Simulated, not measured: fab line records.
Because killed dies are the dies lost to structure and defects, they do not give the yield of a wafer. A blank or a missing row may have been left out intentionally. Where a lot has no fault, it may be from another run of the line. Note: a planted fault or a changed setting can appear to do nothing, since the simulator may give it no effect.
fab line records | flow nand-harc | part 1 of 2: steps 1 to 27 of 33
record lots=5 | wafers=15 | last-day=30
route steps=1302 shown A_ONON_D1@441 A_CHANNEL_HOLE_D1@450
lots untouched by any fault: they come from a run of this same line in which no faults occurred
start-h: the number of hours between the record's first day and the start of the first shown wafer of the lot | wait-h: hours elapsed since this lot's preceding step | " same as the row above | L1.1+2: a single row standing in for several wafers | - either no value or no given start | * or withheld: withheld | < > ~ a bound
route shown NAME@n: names a module that has steps shown in the file, with the first one's number in the route | usual: the fault-free wafers' mean and standard deviation | same: alike in all rows | chamber/n: place in a boat | sites: the reading at each site | _std_site: how widely they spread, as a standard deviation | _edge_site: mean of outer sites minus mean of inner sites | radius-mm: for every site, how far away it sits from the centre of the wafer | mask NAME#n: copy n | behind: the last tool/chamber to shape the wafer | hold: why the lot went on hold/how many hours it stayed there/how the hold came to an end | device: the n, p or np transistor that did not switch | end of line: at the end of the route, the tests of the same wafers | a step given without rows: its recipe and nothing more | killed: count of dies lost to structure and defects at first sort (not the wafer's yield) | map: dies across one wafer; x = killed, . = not, _ = none there
set.NAME: setting as actually run; set.NAME@STEP: the setting as run at that earlier step | model.NAME: the simulator's own value behind a step, which no gauge read
lots at some steps of the route; a table a step, a row a wafer
services: from which hour (start-h, from the record's first day; less than 0 if before it) a tool's chamber was out of use, for how many hours, and why
## steps
# step NHARC_A_ONON_D1_THK_MEAS_24
# recipe thk-meas-gauge=ellipsometry
# usual thk-nm=1000/8.9
lot.wafer | tool          | chamber | start-h | wait-h | thk-nm
L075.1    | film-metro-01 | -       | 183.61  | -      | 991
L075.5    | "             | -       | "       | "      | 991
L075.6    | "             | -       | "       | "      | 991
L078.1    | film-metro-02 | -       | 216.88  | -      | 1002
L078.4    | "             | -       | "       | "      | 1002
L078.5    | "             | -       | "       | "      | 1003
L081.2    | film-metro-01 | -       | 240.45  | -      | 994
L081.4    | "             | -       | "       | "      | 992
L081.5    | "             | -       | "       | "      | 991
L080.1    | film-metro-02 | -       | 240.51  | -      | 988
L080.2    | "             | -       | "       | "      | 990
L080.4    | "             | -       | "       | "      | 990
L090.1    | film-metro-02 | -       | 336.06  | -      | 989
L090.4    | "             | -       | "       | "      | 991
L090.5    | "             | -       | "       | "      | 989
# step NHARC_A_ONON_D1_DEP_25
# recipe target-thk-a=10000 | n2-flow-sccm=2750 | n2o-flow-sccm=2000 | nh3-flow-sccm=500 | sih4-flow-sccm=210 | temp-c=400
lot.wafer  | tool          | chamber | start-h | wait-h
L075.1+5+6 | pecvd-onon-03 | 0       | 183.66  | 0.1
L078.1+4+5 | pecvd-onon-03 | 0       | 216.94  | 0.1
L080.1+2+4 | pecvd-onon-02 | 0       | 240.56  | 0.1
L081.2+4+5 | pecvd-onon-03 | 0       | 240.56  | 0.1
L090.1+4+5 | pecvd-onon-03 | 0       | 336.12  | 0.1
# step NHARC_A_ONON_D1_THK_MEAS_27
# recipe thk-meas-gauge=ellipsometry
# usual thk-nm=1003/12
lot.wafer | tool          | chamber | start-h | wait-h | thk-nm
L075.1    | film-metro-01 | -       | 184.17  | -      | 1019
L075.5    | "             | -       | "       | "      | 1020
L075.6    | "             | -       | "       | "      | 1019
L078.1    | film-metro-01 | -       | 217.45  | -      | 997
L078.4    | "             | -       | "       | "      | 995
L078.5    | "             | -       | "       | "      | 996
L081.2    | film-metro-01 | -       | 241.02  | -      | 989
L081.4    | "             | -       | "       | "      | 989
L081.5    | "             | -       | "       | "      | 989
L080.1    | film-metro-02 | -       | 241.07  | -      | 1017
L080.2    | "             | -       | "       | "      | 1018
L080.4    | "             | -       | "       | "      | 1018
L090.1    | film-metro-02 | -       | 336.63  | -      | 1017
L090.4    | "             | -       | "       | "      | 1017
L090.5    | "             | -       | "       | "      | 1017
# step NHARC_A_ONON_D1_DEP_28
# recipe target-thk-a=10000 | n2-flow-sccm=2750 | n2o-flow-sccm=2000 | nh3-flow-sccm=500 | sih4-flow-sccm=210 | temp-c=400
lot.wafer  | tool          | chamber | start-h | wait-h
L075.1+5+6 | pecvd-onon-02 | 0       | 184.22  | 0.1
L078.1+4+5 | pecvd-onon-01 | 0       | 217.50  | 0.1
L080.1+2+4 | pecvd-onon-01 | 0       | 241.13  | 0.1
L081.2+4+5 | pecvd-onon-03 | 0       | 241.13  | 0.1
L090.1+4+5 | pecvd-onon-02 | 0       | 336.68  | 0.1
# step NHARC_A_ONON_D1_THK_MEAS_30
# recipe thk-meas-gauge=ellipsometry
# usual thk-nm=1000/12
lot.wafer | tool          | chamber | start-h | wait-h | thk-nm
L075.1    | film-metro-01 | -       | 184.73  | -      | 998
L075.5    | "             | -       | "       | "      | 998
L075.6    | "             | -       | "       | "      | 996
L078.1    | film-metro-02 | -       | 218.01  | -      | 999
L078.4    | "             | -       | "       | "      | 998
L078.5    | "             | -       | "       | "      | 999
L081.2    | film-metro-01 | -       | 241.59  | -      | 1002
L081.4    | "             | -       | "       | "      | 1001
L081.5    | "             | -       | "       | "      | 1001
L080.1    | film-metro-02 | -       | 241.63  | -      | 992
L080.2    | "             | -       | "       | "      | 993
L080.4    | "             | -       | "       | "      | 991
L090.1    | film-metro-02 | -       | 337.19  | -      | 998
L090.4    | "             | -       | "       | "      | 995
L090.5    | "             | -       | "       | "      | 997
# step NHARC_A_ONON_D1_DEP_33
# recipe target-thk-a=2000 | temp-c=400 | pressure-torr=6.5 | rf-w=900 | teos-flow-sccm=161.4 | flow-sccm=2650 | target-thk-nm=200 | gas=O2 | material=SiO2
# usual heater-power-w=539/86 | showerhead-vpp-V=1856/110 | throttle-valve-pct=15.7/0.58
lot.wafer | tool     | chamber | start-h | wait-h | heater-power-w | showerhead-vpp-V | throttle-valve-pct
L075.1    | pecvd-04 | 0       | 184.88  | 0.1    | 614            | 1746             | 16.3
L075.5    | "        | 1       | "       | "      | 472            | 1899             | 15.8
L075.6    | "        | 2       | "       | "      | 467            | 1999             | 16.3
L078.1    | pecvd-01 | 0       | 218.16  | 0.1    | 391            | 1992             | 15.5
L078.4    | "        | 1       | "       | "      | 553            | 1707             | 16.6
L078.5    | "        | 0       | "       | "      | 409            | 1975             | 15.8
L081.2    | pecvd-03 | 1       | 241.69  | 0.1    | 612            | 1799             | 15.6
L081.4    | "        | 1       | "       | "      | 617            | 1811             | 15.7
L081.5    | "        | 2       | "       | "      | 581            | 1857             | 14.3
L080.2    | pecvd-01 | 1       | 241.71  | 0.1    | 578            | 1686             | 16.5
L080.1    | "        | 2       | "       | "      | 476            | 1728             | 15.6
L080.4    | "        | 2       | "       | "      | 483            | 1694             | 15.6
L090.1    | pecvd-04 | 1       | 337.34  | 0.1    | 539            | 1913             | 15.6
L090.5    | "        | 2       | "       | "      | 365            | 2044             | 16.2
L090.4    | "        | 0       | "       | "      | 684            | 1741             | 15.3
# step NHARC_A_ONON_D1_THK_MEAS_34
# recipe thk-meas-gauge=ellipsometry
# usual thk-nm=199.7/3
lot.wafer | tool          | chamber | start-h | wait-h | thk-nm
L075.1    | film-metro-01 | -       | 185.20  | -      | 200.2
L075.5    | "             | -       | "       | "      | 195.9
L075.6    | "             | -       | "       | "      | 198.3
L078.1    | film-metro-02 | -       | 218.49  | -      | 195.7
L078.4    | "             | -       | "       | "      | 197.2
L078.5    | "             | -       | "       | "      | 197.2
L081.2    | film-metro-02 | -       | 242.06  | -      | 199.2
L081.4    | "             | -       | "       | "      | 203.6
L081.5    | "             | -       | "       | "      | 200.1
L080.1    | film-metro-01 | -       | 242.13  | -      | 195.3
L080.2    | "             | -       | "       | "      | 195.3
L080.4    | "             | -       | "       | "      | 199.2
L090.1    | film-metro-02 | -       | 337.67  | -      | 198.2
L090.4    | "             | -       | "       | "      | 203.7
L090.5    | "             | -       | "       | "      | 204.7
# step NHARC_A_ONON_D1_INSPECT_32
# usual raw-defect-count=67/23
lot.wafer | tool              | chamber | start-h | wait-h | raw-defect-count
L075.1    | defect-inspect-02 | -       | 185.28  | 0.0    | 97
L075.5    | "                 | -       | "       | "      | 110
L075.6    | "                 | -       | "       | "      | 70
L078.1    | defect-inspect-02 | -       | 218.57  | 0.0    | 135
L078.4    | "                 | -       | "       | "      | 99
L078.5    | "                 | -       | "       | "      | 76
L081.2    | defect-inspect-01 | -       | 242.12  | 0.0    | 48
L081.4    | "                 | -       | "       | "      | 72
L081.5    | "                 | -       | "       | "      | 45
L080.1    | defect-inspect-01 | -       | 242.21  | 0.0    | 42
L080.2    | "                 | -       | "       | "      | 75
L080.4    | "                 | -       | "       | "      | 99
L090.1    | defect-inspect-01 | -       | 337.75  | 0.0    | 69
L090.4    | "                 | -       | "       | "      | 80
L090.5    | "                 | -       | "       | "      | 66
# step NHARC_A_CHANNEL_HOLE_D1_DEP_00
# recipe target-thk-a=31000 | temp-c=400 | material=aC
# usual throttle-valve-pct=35.000/0.0095
lot.wafer | tool       | chamber | start-h | wait-h | throttle-valve-pct
L075.1    | acl-dep-02 | 0       | 185.80  | 0.5    | 35.005
L075.5    | "          | 0       | 187.06  | 1.8    | 35.003
L075.6    | "          | 0       | "       | "      | 35.008
L078.1    | acl-dep-01 | 0       | 219.96  | 1.4    | 35.007
L078.4    | "          | 0       | "       | "      | 34.984
L078.5    | "          | 0       | "       | "      | 34.995
L080.1    | acl-dep-01 | 0       | 242.62  | 0.4    | 34.990
L080.2    | "          | 0       | "       | "      | 34.986
L080.4    | "          | 0       | "       | "      | 35.012
L081.2    | acl-dep-03 | 0       | 242.63  | 0.5    | 34.990
L081.4    | "          | 0       | "       | "      | 35.020
L081.5    | "          | 0       | "       | "      | 35.002
L090.1    | acl-dep-03 | 0       | 337.82  | 0.1    | 34.993
L090.4    | "          | 0       | "       | "      | 35.001
L090.5    | "          | 0       | "       | "      | 35.005
# step NHARC_A_CHANNEL_HOLE_D1_DEP_01
# recipe target-thk-a=1400 | target-thk-nm=140 | temp-c=400 | pressure-torr=3.5 | flow-sccm=200 | rf-w=350 | material=SiON
# usual heater-power-w=675/80 | showerhead-vpp-V=1149/81
lot.wafer | tool     | chamber | start-h | wait-h | heater-power-w | showerhead-vpp-V
L075.1    | pecvd-01 | 0       | 187.77  | 1.7    | 695            | 1259
L075.6    | "        | 1       | "       | "      | 792            | 1062
L075.5    | "        | 0       | "       | "      | 675            | 1235
L078.1    | pecvd-04 | 1       | 221.92  | 1.6    | 626            | 1179
L078.5    | "        | 0       | "       | "      | 785            | 1078
L078.4    | "        | 1       | "       | "      | 610            | 1196
L081.2    | pecvd-01 | 1       | 244.26  | 1.3    | 777            | 1076
L081.5    | "        | 1       | "       | "      | 785            | 1076
L081.4    | "        | 2       | "       | "      | 638            | 1096
L080.2    | pecvd-02 | 1       | 244.62  | 1.4    | 754            | 1176
L080.1    | "        | 2       | "       | "      | 535            | 1260
L080.4    | "        | 1       | "       | "      | 748            | 1182
L090.1    | pecvd-01 | 1       | 339.77  | 1.6    | 789            | 1058
L090.5    | "        | 1       | "       | "      | 808            | 1062
L090.4    | "        | 2       | "       | "      | 659            | 1057
# step NHARC_A_CHANNEL_HOLE_D1_DEHYDRATE_02
# recipe temp-c=150 | time-s=120
# same time-s=120
lot.wafer  | tool           | chamber | start-h | wait-h
L075.1+5+6 | litho-track-06 | 0       | 187.98  | 0.2
L078.1+4+5 | litho-track-06 | 0       | 222.16  | 0.2
L081.2+4+5 | litho-track-06 | 0       | 244.50  | 0.2
L080.1+2+4 | litho-track-04 | 0       | 244.86  | 0.2
L090.1+4+5 | litho-track-06 | 0       | 340.04  | 0.2
# step NHARC_A_CHANNEL_HOLE_D1_HMDS_03
# recipe time-s=30
# same time-s=30
lot.wafer  | tool           | chamber | start-h | wait-h
L075.1+5+6 | litho-track-06 | 0       | -       | -
L078.1+4+5 | litho-track-06 | 0       | -       | -
L081.2+4+5 | litho-track-06 | 0       | -       | -
L080.1+2+4 | litho-track-04 | 0       | -       | -
L090.1+4+5 | litho-track-06 | 0       | -       | -
# step NHARC_A_CHANNEL_HOLE_D1_COAT_36
# recipe temp-c=260 | time-s=75
# same time-s=75
lot.wafer  | tool           | chamber | start-h | wait-h
L075.1+5+6 | litho-track-06 | 0       | -       | -
L078.1+4+5 | litho-track-06 | 0       | -       | -
L081.2+4+5 | litho-track-06 | 0       | -       | -
L080.1+2+4 | litho-track-04 | 0       | -       | -
L090.1+4+5 | litho-track-06 | 0       | -       | -
# step NHARC_A_CHANNEL_HOLE_D1_COAT_37
# recipe temp-c=225 | time-s=65
# same time-s=65
lot.wafer  | tool           | chamber | start-h | wait-h
L075.1+5+6 | litho-track-06 | 0       | -       | -
L078.1+4+5 | litho-track-06 | 0       | -       | -
L081.2+4+5 | litho-track-06 | 0       | -       | -
L080.1+2+4 | litho-track-04 | 0       | -       | -
L090.1+4+5 | litho-track-06 | 0       | -       | -
# step NHARC_A_CHANNEL_HOLE_D1_COAT_04
# recipe spin-rpm=1500 | resist-thk-nm=90
lot.wafer  | tool           | chamber | start-h | wait-h
L075.1+5+6 | litho-track-06 | 0       | -       | -
L078.1+4+5 | litho-track-06 | 0       | -       | -
L081.2+4+5 | litho-track-06 | 0       | -       | -
L080.1+2+4 | litho-track-04 | 0       | -       | -
L090.1+4+5 | litho-track-06 | 0       | -       | -
# step NHARC_A_CHANNEL_HOLE_D1_SOFTBAKE_05
# recipe temp-c=105 | time-s=55
# same time-s=55
lot.wafer  | tool           | chamber | start-h | wait-h
L075.1+5+6 | litho-track-06 | 0       | -       | -
L078.1+4+5 | litho-track-06 | 0       | -       | -
L081.2+4+5 | litho-track-06 | 0       | -       | -
L080.1+2+4 | litho-track-04 | 0       | -       | -
L090.1+4+5 | litho-track-06 | 0       | -       | -
# step NHARC_A_CHANNEL_HOLE_D1_EBR_06
lot.wafer  | tool           | chamber | start-h | wait-h
L075.1+5+6 | litho-track-06 | 0       | -       | -
L078.1+4+5 | litho-track-06 | 0       | -       | -
L081.2+4+5 | litho-track-06 | 0       | -       | -
L080.1+2+4 | litho-track-04 | 0       | -       | -
L090.1+4+5 | litho-track-06 | 0       | -       | -
# step NHARC_A_CHANNEL_HOLE_D1_EXPOSE_07
# recipe na=1.35 | target-cd-nm=100 | sigma-outer=0.3 | dose-mj=59.65 | mask-id=HOLE_D1
lot.wafer  | tool            | chamber | start-h | wait-h | mask
L075.1+5+6 | arfi-scanner-03 | 0       | 188.29  | -      | HOLE_D1#0
L078.1+4+5 | arfi-scanner-03 | 0       | 222.47  | -      | HOLE_D1#0
L081.2+4+5 | arfi-scanner-02 | 0       | 244.82  | -      | HOLE_D1#0
L080.1+2+4 | arfi-scanner-02 | 0       | 245.05  | -      | HOLE_D1#0
L090.1+4+5 | arfi-scanner-01 | 0       | 340.23  | -      | HOLE_D1#0
# step NHARC_A_CHANNEL_HOLE_D1_PEB_08
# recipe peb-temp-c=100 | peb-time-s=65
lot.wafer  | tool           | chamber | start-h | wait-h
L075.1+5+6 | litho-track-01 | 0       | 188.35  | 0.1
L078.1+4+5 | litho-track-04 | 0       | 222.53  | 0.1
L081.2+4+5 | litho-track-06 | 0       | 244.88  | 0.1
L080.1+2+4 | litho-track-06 | 0       | 245.11  | 0.1
L090.1+4+5 | litho-track-01 | 0       | 340.29  | 0.1
# step NHARC_A_CHANNEL_HOLE_D1_DEVELOP_09
# recipe develop-time-s=35 | dev-temp-c=23
lot.wafer  | tool           | chamber | start-h | wait-h
L075.1+5+6 | litho-track-01 | 0       | -       | -
L078.1+4+5 | litho-track-04 | 0       | -       | -
L081.2+4+5 | litho-track-06 | 0       | -       | -
L080.1+2+4 | litho-track-06 | 0       | -       | -
L090.1+4+5 | litho-track-01 | 0       | -       | -
# step NHARC_A_CHANNEL_HOLE_D1_CD_MEAS_10
# recipe target-cd-nm=100 | landing-energy-ev=500
# usual cd-nm=100.0/0.59
lot.wafer | tool      | chamber | start-h | wait-h | cd-nm
L075.1    | cd-sem-01 | 0       | 188.43  | -      | 100.1
L075.5    | "         | 0       | "       | "      | 99.5
L075.6    | "         | 0       | "       | "      | 100.1
L078.1    | cd-sem-01 | 0       | 222.61  | -      | 100.3
L078.4    | "         | 0       | "       | "      | 100.6
L078.5    | "         | 0       | "       | "      | 100.8
L081.2    | cd-sem-02 | 0       | 244.96  | -      | 99.6
L081.4    | "         | 0       | "       | "      | 100.2
L081.5    | "         | 0       | "       | "      | 100.2
L080.1    | cd-sem-02 | 0       | 245.19  | -      | 100.2
L080.2    | "         | 0       | "       | "      | 100.9
L080.4    | "         | 0       | "       | "      | 100.5
L090.1    | cd-sem-01 | 0       | 340.37  | -      | 100.7
L090.4    | "         | 0       | "       | "      | 99.4
L090.5    | "         | 0       | "       | "      | 100.5
# step NHARC_A_CHANNEL_HOLE_D1_OVL_MEAS_11
# usual overlay-x-nm=0.1/0.81 | overlay-y-nm=-0.1/0.94
lot.wafer | tool       | chamber | start-h | wait-h | overlay-x-nm | overlay-y-nm
L075.1    | overlay-02 | -       | 188.51  | -      | -1.4         | 0.7
L075.5    | "          | -       | "       | "      | -1.4         | 0.7
L075.6    | "          | -       | "       | "      | -0.9         | 0.5
L078.1    | overlay-01 | -       | 222.70  | -      | -0.3         | -0.7
L078.4    | "          | -       | "       | "      | 0.1          | -0.2
L078.5    | "          | -       | "       | "      | -0.2         | -0.8
L081.2    | overlay-02 | -       | 245.04  | -      | 1.1          | 1.8
L081.4    | "          | -       | "       | "      | 0.9          | 1.4
L081.5    | "          | -       | "       | "      | 0.9          | 1.0
L080.1    | overlay-02 | -       | 245.28  | -      | 0.1          | -1.1
L080.2    | "          | -       | "       | "      | 0.4          | -0.5
L080.4    | "          | -       | "       | "      | 0.0          | -0.5
L090.1    | overlay-01 | -       | 340.46  | -      | 2.1          | -0.9
L090.4    | "          | -       | "       | "      | 2.3          | -0.7
L090.5    | "          | -       | "       | "      | 1.4          | -0.4
# step NHARC_A_CHANNEL_HOLE_D1_INSPECT_12
# usual raw-defect-count=5.3/2.8
lot.wafer | tool              | chamber | start-h | wait-h | raw-defect-count
L075.1    | defect-inspect-01 | -       | 188.55  | 0.0    | 9
L075.5    | "                 | -       | "       | "      | 2
L075.6    | "                 | -       | "       | "      | 6
L078.1    | defect-inspect-01 | -       | 222.74  | 0.0    | 16
L078.4    | "                 | -       | "       | "      | 4
L078.5    | "                 | -       | "       | "      | 8
L081.2    | defect-inspect-01 | -       | 245.08  | 0.0    | 4
L081.4    | "                 | -       | "       | "      | 6
L081.5    | "                 | -       | "       | "      | 1
L080.1    | defect-inspect-01 | -       | 245.31  | 0.0    | 6
L080.2    | "                 | -       | "       | "      | 3
L080.4    | "                 | -       | "       | "      | 7
L090.1    | defect-inspect-02 | -       | 340.49  | 0.0    | 6
L090.4    | "                 | -       | "       | "      | 4
L090.5    | "                 | -       | "       | "      | 4
# step NHARC_A_CHANNEL_HOLE_D1_DESCUM_15
# recipe time-s=3 | o2-flow-sccm=200 | ar-flow-sccm=0 | bias-power-w=0 | chemistry=O2
# usual drypump-motor-current-A=5.8/0.53 | oes-product-au=1.001/0.011 | rf-vpp-V=57.6/0.88 | showerhead-plenum-p-Torr=1.88/0.068 | throttle-valve-pct=11.310/0.0088
# same time-s=3
lot.wafer | tool        | chamber | start-h | wait-h | drypump-motor-current-A | oes-product-au | rf-hours-counter-h | rf-vpp-V | showerhead-plenum-p-Torr | throttle-valve-pct
L075.1    | rie-diel-07 | 1       | 188.62  | 0.1    | 6.4                     | 1.009          | 6                  | 58.5     | 1.95                     | 11.316
L075.5    | "           | 0       | "       | "      | 5.5                     | 0.994          | -                  | 56.8     | 1.81                     | 11.306
L075.6    | "           | 1       | "       | "      | 6.4                     | 1.009          | -                  | 58.0     | 1.95                     | 11.295
L078.1    | rie-diel-07 | 0       | 222.81  | 0.1    | 5.4                     | 1.002          | 4                  | 56.8     | 1.81                     | 11.317
L078.4    | "           | 1       | "       | "      | 6.3                     | 0.996          | 9                  | 57.4     | 1.95                     | 11.312
L078.5    | "           | 0       | "       | "      | 5.4                     | 0.989          | -                  | 57.8     | 1.81                     | 11.310
L081.2    | rie-diel-07 | 1       | 245.15  | 0.1    | 6.4                     | 1.008          | 11                 | 57.1     | 1.95                     | 11.311
L081.4    | "           | 2       | "       | "      | 6.3                     | 0.982          | 11                 | 58.7     | 1.87                     | 11.316
L081.5    | "           | 0       | "       | "      | 5.4                     | 1.006          | -                  | 57.4     | 1.81                     | 11.308
L080.2    | rie-diel-03 | 3       | 245.37  | 0.1    | 5.8                     | 1.013          | 41                 | 57.9     | 1.96                     | 11.307
L080.1    | "           | 1       | "       | "      | 4.7                     | 1.005          | 44                 | 56.0     | 1.79                     | 11.323
L080.4    | "           | 2       | "       | "      | 5.8                     | 0.976          | 40                 | 56.6     | 1.94                     | 11.321
L090.1    | rie-diel-07 | 3       | 340.56  | 0.1    | 5.2                     | 1.008          | 3                  | 57.7     | 1.87                     | 11.304
L090.4    | "           | 0       | "       | "      | 5.4                     | 0.999          | 3                  | 55.9     | 1.81                     | 11.315
L090.5    | "           | 2       | "       | "      | 6.3                     | 0.994          | -                  | 57.8     | 1.87                     | 11.311
# step NHARC_A_CHANNEL_HOLE_D1_ETCH_38
# recipe target-depth-a=390 | over-etch-frac=0.3 | time-s=65 | ion-energy-ev=80 | cf4-flow-sccm=150 | ar-flow-sccm=0 | rf-w=300 | bias-w=100 | chemistry=CF4
# usual drypump-motor-current-A=5.8/0.52 | oes-product-au=1.000/0.011 | rf-vpp-V=150.9/1.2 | showerhead-plenum-p-Torr=1.74/0.057 | throttle-valve-pct=13.284/0.0089
# same time-s=65
lot.wafer | tool        | chamber | start-h | wait-h | drypump-motor-current-A | oes-product-au | rf-hours-counter-h | rf-vpp-V | showerhead-plenum-p-Torr | throttle-valve-pct
L075.1    | rie-diel-07 | 3       | 188.71  | 0.1    | 5.2                     | 1.011          | 4                  | 150.9    | 1.73                     | 13.298
L075.6    | "           | 0       | "       | "      | 5.4                     | 0.993          | -                  | 149.5    | 1.68                     | 13.271
L075.5    | "           | 1       | "       | "      | 6.4                     | 1.004          | -                  | 151.4    | 1.80                     | 13.291
L078.1    | rie-diel-07 | 2       | 222.90  | 0.1    | 6.4                     | 0.994          | 9                  | 151.9    | 1.73                     | 13.283
L078.4    | "           | 3       | "       | "      | 5.2                     | 1.015          | 8                  | 151.4    | 1.73                     | 13.297
L078.5    | "           | 0       | "       | "      | 5.4                     | 1.006          | -                  | 151.0    | 1.68                     | 13.292
L081.2    | rie-diel-07 | 0       | 245.24  | 0.1    | 5.4                     | 0.996          | 6                  | 149.9    | 1.68                     | 13.284
L081.4    | "           | 1       | "       | "      | 6.4                     | 0.998          | 11                 | 151.2    | 1.80                     | 13.291
L081.5    | "           | 2       | "       | "      | 6.3                     | 0.986          | -                  | 152.0    | 1.73                     | 13.289
L080.2    | rie-diel-03 | 3       | 245.46  | 0.1    | 5.8                     | 1.003          | 41                 | 151.6    | 1.81                     | 13.276
L080.1    | "           | 0       | "       | "      | 5.4                     | 0.996          | 43                 | 149.8    | 1.71                     | 13.291
L080.4    | "           | 1       | "       | "      | 4.7                     | 0.995          | 44                 | 149.6    | 1.66                     | 13.275
L090.1    | rie-diel-07 | 0       | 340.65  | 0.1    | 5.4                     | 1.005          | 3                  | 151.3    | 1.68                     | 13.277
L090.4    | "           | 1       | "       | "      | 6.4                     | 1.008          | 4                  | 151.6    | 1.80                     | 13.279
L090.5    | "           | 3       | "       | "      | 5.2                     | 0.998          | -                  | 150.4    | 1.73                     | 13.275
# step NHARC_A_CHANNEL_HOLE_D1_ETCH_39
# recipe target-depth-a=2600 | over-etch-frac=0.3 | time-s=325 | ion-energy-ev=200 | n2-flow-sccm=150 | h2-flow-sccm=150 | ar-flow-sccm=0 | rf-w=400 | bias-w=150 | chemistry=N2/H2
# usual drypump-motor-current-A=5.8/0.53 | oes-product-au=1.001/0.011 | rf-vpp-V=429.5/2.2 | showerhead-plenum-p-Torr=2.01/0.072 | throttle-valve-pct=14.172/0.0084
# same time-s=325
lot.wafer | tool        | chamber | start-h | wait-h | drypump-motor-current-A | oes-product-au | rf-hours-counter-h | rf-vpp-V | showerhead-plenum-p-Torr | throttle-valve-pct
L075.1    | rie-diel-07 | 0       | -       | -      | 5.5                     | 1.005          | 1                  | 428.1    | 1.93                     | 14.172
L075.6    | "           | 0       | "       | "      | 5.5                     | 1.015          | -                  | 427.6    | 1.93                     | 14.189
L075.5    | "           | 1       | "       | "      | 6.4                     | 1.002          | -                  | 431.3    | 2.08                     | 14.166
L078.1    | rie-diel-07 | 2       | -       | -      | 6.3                     | 0.975          | 9                  | 428.7    | 1.99                     | 14.177
L078.4    | "           | 0       | "       | "      | 5.4                     | 1.004          | 4                  | 427.0    | 1.93                     | 14.171
L078.5    | "           | 3       | "       | "      | 5.2                     | 1.014          | -                  | 430.0    | 1.99                     | 14.168
L081.4    | rie-diel-07 | 2       | -       | -      | 6.4                     | 0.986          | 11                 | 429.8    | 1.99                     | 14.165
L081.2    | "           | 0       | "       | "      | 5.5                     | 0.991          | 6                  | 429.0    | 1.92                     | 14.181
L081.5    | "           | 2       | "       | "      | 6.3                     | 0.982          | -                  | 428.5    | 1.99                     | 14.177
L080.2    | rie-diel-03 | 2       | -       | -      | 5.8                     | 0.970          | 41                 | 431.5    | 2.07                     | 14.185
L080.4    | "           | 3       | "       | "      | 5.9                     | 0.997          | 41                 | 434.1    | 2.10                     | 14.175
L080.1    | "           | 1       | "       | "      | 4.7                     | 0.997          | 44                 | 426.7    | 1.90                     | 14.182
L090.4    | rie-diel-07 | 2       | -       | -      | 6.3                     | 0.995          | 4                  | 427.9    | 1.99                     | 14.168
L090.1    | "           | 3       | "       | "      | 5.2                     | 1.007          | 3                  | 429.6    | 1.99                     | 14.166
L090.5    | "           | 2       | "       | "      | 6.3                     | 0.994          | -                  | 428.6    | 1.99                     | 14.162
# step NHARC_A_CHANNEL_HOLE_D1_ETCH_34
# recipe target-depth-a=1540 | time-s=77 | cf4-flow-sccm=100 | chf3-flow-sccm=30 | ar-flow-sccm=0 | rf-w=500 | bias-w=200 | chemistry=CF4/CHF3
# usual drypump-motor-current-A=5.8/0.53 | oes-product-au=0.945/0.024 | rf-vpp-V=369.8/1.8 | showerhead-plenum-p-Torr=1.55/0.051 | throttle-valve-pct=16.803/0.0087
# same time-s=77
lot.wafer | tool        | chamber | start-h | wait-h | drypump-motor-current-A | oes-product-au | rf-hours-counter-h | rf-vpp-V | showerhead-plenum-p-Torr | throttle-valve-pct
L075.1    | rie-diel-07 | 0       | -       | -      | 5.4                     | 0.971          | 1                  | 368.7    | 1.49                     | 16.805
L075.5    | "           | 0       | "       | "      | 5.4                     | 0.950          | -                  | 367.8    | 1.49                     | 16.809
L075.6    | "           | 1       | "       | "      | 6.4                     | 0.922          | -                  | 370.4    | 1.60                     | 16.804
L078.1    | rie-diel-07 | 3       | -       | -      | 5.2                     | 0.949          | 8                  | 368.5    | 1.54                     | 16.812
L078.4    | "           | 0       | "       | "      | 5.4                     | 0.964          | 4                  | 368.4    | 1.49                     | 16.811
L078.5    | "           | 1       | "       | "      | 6.4                     | 0.929          | -                  | 371.3    | 1.60                     | 16.808
L081.2    | rie-diel-07 | 0       | -       | -      | 5.4                     | 0.915          | 6                  | 367.7    | 1.49                     | 16.812
L081.4    | "           | 1       | "       | "      | 6.4                     | 0.927          | 11                 | 372.0    | 1.60                     | 16.814
L081.5    | "           | 3       | "       | "      | 5.2                     | 0.932          | -                  | 369.3    | 1.54                     | 16.802
L080.1    | rie-diel-03 | 1       | -       | -      | 4.7                     | 0.932          | 44                 | 367.3    | 1.48                     | 16.808
L080.4    | "           | 2       | "       | "      | 5.8                     | 0.913          | 41                 | 370.2    | 1.60                     | 16.801
L080.2    | "           | 3       | "       | "      | 5.9                     | 0.919          | 41                 | 372.1    | 1.61                     | 16.787
L090.1    | rie-diel-07 | 1       | -       | -      | 6.4                     | 0.984          | 4                  | 371.4    | 1.60                     | 16.803
L090.4    | "           | 0       | "       | "      | 5.5                     | 0.994          | 4                  | 367.7    | 1.49                     | 16.809
L090.5    | "           | 2       | "       | "      | 6.3                     | 0.955          | -                  | 367.3    | 1.54                     | 16.807
